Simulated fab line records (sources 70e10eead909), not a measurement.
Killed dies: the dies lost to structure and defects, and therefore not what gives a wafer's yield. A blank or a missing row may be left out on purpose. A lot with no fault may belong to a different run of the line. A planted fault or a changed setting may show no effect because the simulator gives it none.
Chamber matching	flow nand harc	rie diel-08 running NHARC_P_CONTACT_STRIP_28: 4 sister chambers
The step strips in O2. 22 wafers are shown with their chamber, then 11 later ones without.

WAFERS, EACH WITH ITS CHAMBER
wafer	chamber	oes product au (a.u.)	throttle valve pct (%)	rf vpp V (V)
L074.1	0	1.015	17.039	58.8
L074.4	3	0.991	17.052	58.4
L074.6	0	1.017	17.029	57.2
L078.3	0	1.021	17.034	59.3
L078.5	1	0.982	17.040	57.4
L078.6	0	1.002	17.031	55.9
L080.4	2	1.008	17.037	57.1
L080.5	2	1.002	17.031	57.8
L080.6	1	0.987	17.047	57.9
L081.2	0	1.004	17.049	57.1
L081.5	0	1.009	17.042	58.3
L081.6	3	0.983	17.031	57.1
L084.2	0	1.020	17.039	56.8
L084.3	2	1.009	17.021	58.8
L084.6	2	1.006	17.032	57.6
L085.1	2	1.018	17.017	58.9
L085.3	0	1.010	17.046	57.4
L085.4	3	0.998	17.042	57.8
L086.1	1	0.988	17.036	57.7
L086.2	2	1.011	17.037	57.9
L086.5	1	0.988	17.042	58.8
L089.2	0	1.018	17.034	57.9

SIGNATURES (averages over the wafers above)
reading	chamber 0	chamber 1	chamber 2	chamber 3	scatter within a chamber
oes product au	1.01289	0.98625	1.00900	0.99067	0.00608
throttle valve pct	17.03811	17.04125	17.02917	17.04167	0.00744
rf vpp V	57.633	57.950	58.017	57.767	0.859
Rule: a wafer lies at a distance from a chamber equal to the root of the sum of squares, over the readings, of (its reading less the chamber's mean, divided by the reading's scatter). If the next closest chamber is less than 2 further off than the closest, the wafer can't be placed; otherwise it belongs to the closest. The scatter is the square root of a quotient: the sum, over the shown wafers, of each reading's squared deviation from its chamber's mean, divided by wafers minus chambers.

WAFERS WHOSE CHAMBER IS MISSING
wafer	oes product au (a.u.)	throttle valve pct (%)	rf vpp V (V)
L089.4	0.997	17.045	57.2
L089.6	0.989	17.028	57.4
L088.1	1.023	17.040	58.4
L088.5	1.005	17.049	58.0
L088.6	1.029	17.024	57.8
L090.1	1.002	17.049	58.3
L090.4	1.012	17.026	57.2
L090.5	1.013	17.051	56.6
L097.2	1.013	17.035	57.9
L097.5	1.013	17.042	58.4
L097.6	0.997	17.037	56.4

WHICH CHAMBER EACH WENT THROUGH
wafer	from the rows above	in truth
L089.4	can't be placed: 3 or 1 or 0 or 2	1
L089.6	can't be placed: 3 or 1 or 2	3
L088.1	can't be placed: 0 or 2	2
L088.5	can't be placed: 0 or 3 or 2 or 1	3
L088.6	can't be placed: 0 or 2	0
L090.1	can't be placed: 3 or 0 or 1 or 2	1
L090.4	can't be placed: 2 or 0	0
L090.5	can't be placed: 0 or 2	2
L097.2	can't be placed: 0 or 2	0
L097.5	can't be placed: 0 or 2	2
L097.6	can't be placed: 3 or 1 or 2 or 0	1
Correct placement for 0 of the 11. From these rows, 11 cannot be placed; in 11 the true chamber is one of the candidates. Number placed wrongly: 0.
